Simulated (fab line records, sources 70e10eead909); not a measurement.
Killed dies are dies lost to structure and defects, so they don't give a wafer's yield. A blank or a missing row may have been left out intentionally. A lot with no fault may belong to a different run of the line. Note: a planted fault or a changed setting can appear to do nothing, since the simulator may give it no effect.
Comparing a struck lot with a sound one + flow nand_harc + 15 out of 1159 route steps
Sound: the wafers L392.1, L392.3, L392.6. Struck: wafers L408.1, L408.3, L408.6. At the end, the cause is stated.
Order at every step that has rows: each side's tool, ch and its chambers, its first start. Under that, the readings that differ: sound wafers + struck wafers + difference of the means + sigmas: that difference in standard deviations of wafers without a fault.
alike: readings whose means differ by less than 2 such deviations, and words and numbers that are the same on both sides. not compared: withheld readings, readings that some wafer has no value for, bounds like >300 that may hide the same value, and numbers for which the record gives no deviation and whose values overlap.
A row with sigmas, a row that says differs or no value, or rows on one side alone: a step with any of these is where the two part. Numbers that have no deviation but don't overlap get no sigmas and don't part them. A reading that every wafer of one side lacks parts them only if that side has two wafers or more.

NHARC_P_M0_PRE_CLEAN_31: time 12 s.
  sound on pecvd-02 ch 0,1,2, day 6 14:03; struck on pecvd-03 ch 0,1,2, day 11 00:37
  alike: heater_power_w
NHARC_P_M0_DEP_32: deposits SiCN, target thk 30 nm.
  sound on pecvd-02 ch 0,1,2, day 6 14:08; struck on pecvd-03 ch 0,1,2, day 11 00:44
  alike: heater_power_w
then, 10 steps without rows for these wafers: NHARC_P_M1_DEP_00 (deposits SiOC, target thk 182.5 nm); NHARC_P_M1_DEHYDRATE_01 (time 120 s); NHARC_P_M1_HMDS_02 (time 30 s); NHARC_P_M1_COAT_34 (time 65 s); NHARC_P_M1_COAT_03 (resist thk 90 nm); NHARC_P_M1_SOFTBAKE_04 (time 55 s); NHARC_P_M1_EBR_05; NHARC_P_M1_EXPOSE_06 (exposes mask P M1, target cd 130 nm); NHARC_P_M1_PEB_07 (peb time 65 s); NHARC_P_M1_DEVELOP_08 (develop time 35 s).
NHARC_P_M1_CD_MEAS_09 targets a cd of 130 nm.
  sound on cd_sem-03 ch 0, day 6 15:22; struck on cd_sem-03 ch 0, day 11 01:54
| reading    | sound             | struck            | difference | sigmas |
|------------|-------------------|-------------------|------------|--------|
| cd_nm (nm) | 130.5 130.2 130.7 | 132.9 132.6 133.9 | +2.7       | +4     |
NHARC_P_M1_OVL_MEAS_10: pitch 260 nm.
  sound on overlay-02 at day 6 15:28; struck on overlay-02 at day 11 01:59
| reading           | sound          | struck      | difference | sigmas |
|-------------------|----------------|-------------|------------|--------|
| overlay_y_nm (nm) | -0.8 -0.4 -1.2 | 1.4 0.4 0.7 | +1.6       | +2     |
  alike: overlay_x_nm
after that, 1 step had no rows for these wafers: NHARC_END_SORT_01.

== WHERE THEY PART ==
Last at NHARC_P_M1_OVL_MEAS_10 as far as this record goes, first at NHARC_P_M1_CD_MEAS_09.

WHY: what had been put in by the simulator
Metrology matching offset: cd_sem-03, from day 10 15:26 on, at NHARC_P_M1_CD_MEAS_09. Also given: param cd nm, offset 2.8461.
